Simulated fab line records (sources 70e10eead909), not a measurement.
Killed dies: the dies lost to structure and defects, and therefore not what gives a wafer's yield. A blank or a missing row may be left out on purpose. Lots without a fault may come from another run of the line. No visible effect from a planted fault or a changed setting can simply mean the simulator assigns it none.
Struck lot and sound lot, side by side + flow nand-harc + 14 steps out of a route of 1302
Sound: the wafers L485.3, L485.5, L485.6. Struck: wafer L501.6 (left out: L501.3, L501.4 of the same lot, which were not struck); the cause appears at the end.
For every step that has rows: the tool of each side, followed by ch and its chambers, followed by its first start. Under that, the readings that differ: sound wafers + struck wafers + difference of the means + sigmas: that difference in standard deviations of wafers without a fault.
alike: words and numbers the same on both sides, and readings whose means are apart by under 2 such deviations; not compared: readings that were withheld, readings missing a value for some wafer, numbers with overlapping values and no deviation given by the record, and bounds like >300 which may hide the same value.
The two part at a step that has a row with sigmas, a row that says differs or no value, or rows on one side only. Numbers that have no deviation but don't overlap get no sigmas and don't part them. A reading missing from all wafers of one side parts the sides only when that side holds two or more wafers.

first, 7 steps without rows for these wafers: NHARC_P_M0_COAT_33 (time 65 s); NHARC_P_M0_COAT_03 (resist thk 90 nm); NHARC_P_M0_SOFTBAKE_04 (time 55 s); NHARC_P_M0_EBR_05; NHARC_P_M0_EXPOSE_06 (exposes mask P M0, target cd 90 nm); NHARC_P_M0_PEB_07 (peb time 65 s); NHARC_P_M0_DEVELOP_08 (develop time 35 s).
NHARC_P_M0_CD_MEAS_09: target cd 90 nm.
  sound on cd-sem-02 ch 0, day 8 11:32; struck on cd-sem-03 ch 0, day 14 15:14
  alike: cd-nm
NHARC_P_M0_OVL_MEAS_10: pitch 180 nm.
  sound on overlay-02, day 8 11:38; struck on overlay-01, day 14 15:20
  alike: overlay-x-nm, overlay-y-nm
NHARC_P_M0_INSPECT_11:
  sound on defect-inspect-01, day 8 11:40; struck on defect-inspect-01, day 14 15:22
  alike: raw-defect-count
NHARC_P_M0_DESCUM_14: chemistry O2, time 3 s.
  sound on rie-diel-12 ch 0,2,3, day 8 11:44; struck on rie-diel-04 ch 3, day 14 15:25
  alike: drypump-motor-current-A, oes-product-au, rf-vpp-V, showerhead-plenum-p-Torr, throttle-valve-pct
  not compared: rf-hours-counter-h
NHARC_P_M0_ETCH_34: etches the open film in N2/H2, target depth 40 nm, overetch 12 nm, time 43.94 s.
  sound on rie-diel-12 ch 0,3, day 8 11:49; struck on rie-diel-04 ch 1, day 14 15:31
| reading               | sound             | struck | difference | sigmas |
|-----------------------|-------------------|--------|------------|--------|
| oes-product-au (a.u.) | 1.012 1.020 1.005 | 0.992  | -0.020     | -2     |
  alike: drypump-motor-current-A, h2-flow-sccm, rf-vpp-V, run-length-s, showerhead-plenum-p-Torr, throttle-valve-pct
  not compared: rf-hours-counter-h
NHARC_P_M0_ETCH_15: etches the open film in C4F8/Ar, target depth 150 nm, overetch 15 nm, time 82.5 s.
  sound on rie-diel-12 ch 0,1,2, day 8 11:55; struck on rie-diel-04 ch 1, day 14 15:37
| reading               | sound             | struck | difference | sigmas |
|-----------------------|-------------------|--------|------------|--------|
| oes-product-au (a.u.) | 0.969 0.963 0.973 | 0.923  | -0.045     | -2     |
| run-length-s (s)      | 104.0 104.8 103.9 | 93.7   | -10.5      | -20    |
  alike: rf-vpp-V
  not compared: rf-hours-counter-h
NHARC_P_M0_CD_MEAS_16:
  sound on cd-sem-03, day 8 12:02; struck on cd-sem-03, day 14 15:44
  alike: cd-nm

## WHERE THEY PART
Last at NHARC_P_M0_ETCH_15 as far as this record goes, first at NHARC_P_M0_ETCH_34. Later steps at which nothing parts them and some readings are alike: NHARC_P_M0_CD_MEAS_16.

WHY: what the simulator had put in
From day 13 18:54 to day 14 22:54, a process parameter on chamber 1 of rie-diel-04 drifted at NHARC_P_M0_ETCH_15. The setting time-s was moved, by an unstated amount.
